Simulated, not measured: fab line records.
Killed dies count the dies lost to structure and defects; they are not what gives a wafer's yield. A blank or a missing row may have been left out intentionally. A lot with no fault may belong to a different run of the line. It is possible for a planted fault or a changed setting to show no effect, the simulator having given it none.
What tool caused it?	flow nand-harc	13 lots with 39 wafers sampled at 5 steps, on a route of 1302 steps

WHAT THE GAUGES SHOWED, per wafer
NHARC_A_SLIT_CD_MEAS_09: the cd target is 300 nm. Usual: cd-nm reads 300.4 nm (standard deviation 0.72).
lot	measured	on	cd-nm (nm)	flag
L659	day 20 01:52	cd-sem-01	300.1 300.8 300.9	
L661	day 21 08:32	cd-sem-01	300.2 299.9 300.2	
L663	day 21 09:31	cd-sem-03	299.3 299.8 299.5	
L662	day 21 12:12	cd-sem-01	300.4 301.0 300.8	
L666	day 22 15:18	cd-sem-02	300.1 300.7 301.3	
L668	day 23 20:44	cd-sem-03	300.9 300.7 301.4	
L667	day 23 21:03	cd-sem-01	299.2 299.4 300.0	
L670	day 24 17:07	cd-sem-03	300.8 300.2 300.6	
L676	day 26 21:12	cd-sem-03	300.5 300.4 301.4	
L677	day 27 05:34	cd-sem-01	300.6 301.0 300.7	
L679	day 28 20:16	cd-sem-01	301.3 300.2 301.6	
L680	day 28 21:24	cd-sem-01	300.8 300.1 301.3	
L681	day 29 16:45	cd-sem-02	300.5 301.1 300.6	

NHARC_A_SLIT_CD_MEAS_21. Usual: cd-nm reads 290.0 nm (standard deviation 1).
lot	measured	on	cd-nm (nm)	flag
L659	day 20 09:21	cd-sem-02	288.5 287.5 288.1	
L661	day 21 15:19	cd-sem-01	291.8 290.8 291.2	
L663	day 21 16:04	cd-sem-01	288.0 289.0 290.3	
L662	day 21 19:08	cd-sem-03	289.5 290.3 290.7	
L666	day 22 23:19	cd-sem-01	291.3 290.3 290.3	
L668	day 24 03:11	cd-sem-03	291.3 290.1 290.0	
L667	day 24 03:34	cd-sem-03	290.2 287.3 289.9	
L670	day 24 23:45	cd-sem-01	290.4 290.9 289.7	
L676	day 27 03:44	cd-sem-01	289.6 290.1 290.3	
L677	day 27 14:05	cd-sem-01	289.6 289.9 289.1	
L679	day 29 02:44	cd-sem-02	290.3 290.9 290.1	
L680	day 29 03:53	cd-sem-03	290.2 290.5 289.1	
L681	day 29 23:13	cd-sem-01	289.4 290.0 288.9	

NHARC_END_SORT_01. Usual: killed-at-array 55, standard deviation 17; killed-at-other 0.9, standard deviation 1.2; killed-at-periphery 3.7, standard deviation 2.5; killed-dies 59, standard deviation 18; killed-open 3.4, standard deviation 1.9; killed-short 2.6, standard deviation 1.6.
lot	measured	on	killed-at-array	killed-at-other	killed-at-periphery	killed-dies	killed-open	killed-short	flag
L676	day 31 11:29	prober-02	673 673 673	0 0 0	4 4 4	677 677 677	6 2 4	2 6 4	OFF
L677	day 32 01:34	prober-02	671 676 672	1 0 0	5 1 5	677 677 677	5 0 5	8 4 6	OFF

WHAT TOOL EACH LOT RAN ON (gives the tool, then ch and the chambers of the sampled wafers, and finally the start)
lot	NHARC_A_SLIT_STRIP_18	NHARC_A_WL_FILL_ETCHBACK_05
L659	rie-diel-10 ch 0,1,2, day 20 08:56	rie-metal-01 ch 0,1, day 20 18:07
L661	rie-diel-04 ch 0,2,3, day 21 14:52	rie-metal-01 ch 0,1, day 21 23:35
L663	rie-diel-10 ch 1,3, day 21 15:38	rie-metal-03 ch 0,1, day 21 23:38
L662	rie-diel-12 ch 1,2, day 21 18:41	rie-metal-01 ch 0,1, day 22 03:20
L666	rie-diel-12 ch 2,3, day 22 22:52	rie-metal-02 ch 0,1, day 23 06:31
L668	rie-diel-10 ch 0,2,3, day 24 02:44	rie-metal-03 ch 0,1, day 24 11:23
L667	rie-diel-04 ch 1,2, day 24 03:05	rie-metal-01 ch 0,1, day 24 11:24
L670	rie-diel-04 ch 0,3, day 24 23:17	rie-metal-01 ch 0,1, day 25 08:24
L676	rie-diel-10 ch 0,1,2, day 27 03:18	-
L677	rie-diel-10 ch 1,2,3, day 27 13:42	-
L679	rie-diel-12 ch 0,3, day 29 02:17	rie-metal-01 ch 0, day 29 11:18
L680	rie-diel-12 ch 0,1, day 29 03:28	rie-metal-03 ch 0,1, day 29 11:29
L681	rie-diel-10 ch 1,2,3, day 29 22:46	rie-metal-01 ch 0,1, day 30 08:43
- NHARC_A_SLIT_STRIP_18: strips in O2.
- NHARC_A_WL_FILL_ETCHBACK_05: etches the open film in Cl2/BCl3, target depth 22 nm, time 60 s.

AS READ BY THE TOOLS THEMSELVES (means over the sampled wafers that have a number; for cases with no such wafer, the mark the record gives instead)
NHARC_A_SLIT_STRIP_18. Usual: chamber-pressure-mTorr 60.00 mTorr, standard deviation 0.055; drypump-motor-current-A 5.7 A, standard deviation 0.43; oes-product-au 0.999 a.u., standard deviation 0.013; rf-vpp-V 57.8 V, standard deviation 0.79; showerhead-plenum-p-Torr 3.50 Torr, standard deviation 0.11; throttle-valve-pct 17.038 %, standard deviation 0.009.
lot	tool	chamber-pressure-mTorr (mTorr)	drypump-motor-current-A (A)	oes-product-au (a.u.)	rf-vpp-V (V)	showerhead-plenum-p-Torr (Torr)	throttle-valve-pct (%)	flag
L659	rie-diel-10	60.00	5.5	0.988	57.7	3.46	17.038	
L661	rie-diel-04	60.07	5.4	0.998	57.4	3.48	17.044	
L663	rie-diel-10	59.99	6.2	1.009	57.7	3.51	17.042	
L662	rie-diel-12	59.95	5.7	1.000	57.1	3.45	17.036	
L666	rie-diel-12	60.03	5.4	0.984	58.3	3.54	17.027	
L668	rie-diel-10	60.02	5.8	0.999	58.0	3.55	17.027	
L667	rie-diel-04	60.01	5.2	0.988	57.8	3.44	17.036	
L670	rie-diel-04	59.99	5.9	1.021	58.9	3.57	17.036	
L676	rie-diel-10	-	-	-	-	-	-	OFF
L677	rie-diel-10	-	-	-	-	-	-	OFF
L679	rie-diel-12	60.09	5.6	0.986	57.1	3.50	17.041	
L680	rie-diel-12	59.97	5.9	1.004	58.2	3.42	17.034	
L681	rie-diel-10	59.96	5.8	1.007	57.8	3.46	17.027	

NHARC_A_WL_FILL_ETCHBACK_05. Usual: chamber-pressure-mTorr 10.001 mTorr, standard deviation 0.0097; drypump-motor-current-A 5.8 A, standard deviation 0.48; oes-product-au 0.999 a.u., standard deviation 0.013.
lot	tool	chamber-pressure-mTorr (mTorr)	drypump-motor-current-A (A)	oes-product-au (a.u.)	flag
L659	rie-metal-01	10.000	5.4	1.006	
L661	rie-metal-01	10.012	5.4	1.018	
L663	rie-metal-03	10.004	6.0	1.007	
L662	rie-metal-01	10.002	5.4	1.009	
L666	rie-metal-02	10.002	6.3	0.984	
L668	rie-metal-03	10.000	5.8	0.995	
L667	rie-metal-01	9.991	5.4	1.006	
L670	rie-metal-01	10.006	5.4	1.003	
L679	rie-metal-01	10.006	5.3	0.995	
L680	rie-metal-03	9.996	5.8	0.974	
L681	rie-metal-01	10.001	5.4	1.009	

THE ANSWER, worked out from the rows above alone
Rule: lot off if the mean of its wafers having a number is beyond 3 standard deviations from the usual mean. A lot without any number at a reading at which 4 lots or more have one is off too. Any other lot the step has rows for is counted as sound. After the gauges, taken in route order, come the tools' own readings; for these a lot's mean is taken, as printed above. At the first step where some lot is off, the reading lying furthest off is the one used; lots without a number count as furthest.
Off at NHARC_END_SORT_01 (killed-at-array): L676, L677. Neither off nor sound, because the step has no rows for them: L659, L661, L663, L662, L666, L668, L667, L670, L679, L680, L681.
If a tool, at a process step before that reading, ran all the lots that are off and no sound lot after the first of them, it fits. Not tried: the gauges at NHARC_END_SORT_01; whatever is off there is also off at NHARC_A_SLIT_STRIP_18, on other tools, and gauge error can't account for it. One candidate fits, namely rie-diel-10 at NHARC_A_SLIT_STRIP_18. It ran no sound lot before its first lot that is off in this sample, so the start can't be narrowed down.

WHAT WAS PUT IN BY THE SIMULATOR
At NHARC_A_SLIT_STRIP_18, the step was skipped entirely on rie-diel-10 from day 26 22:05 on. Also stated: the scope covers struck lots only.
Struck lots among those shown: L676, L677. The rule above found the same.
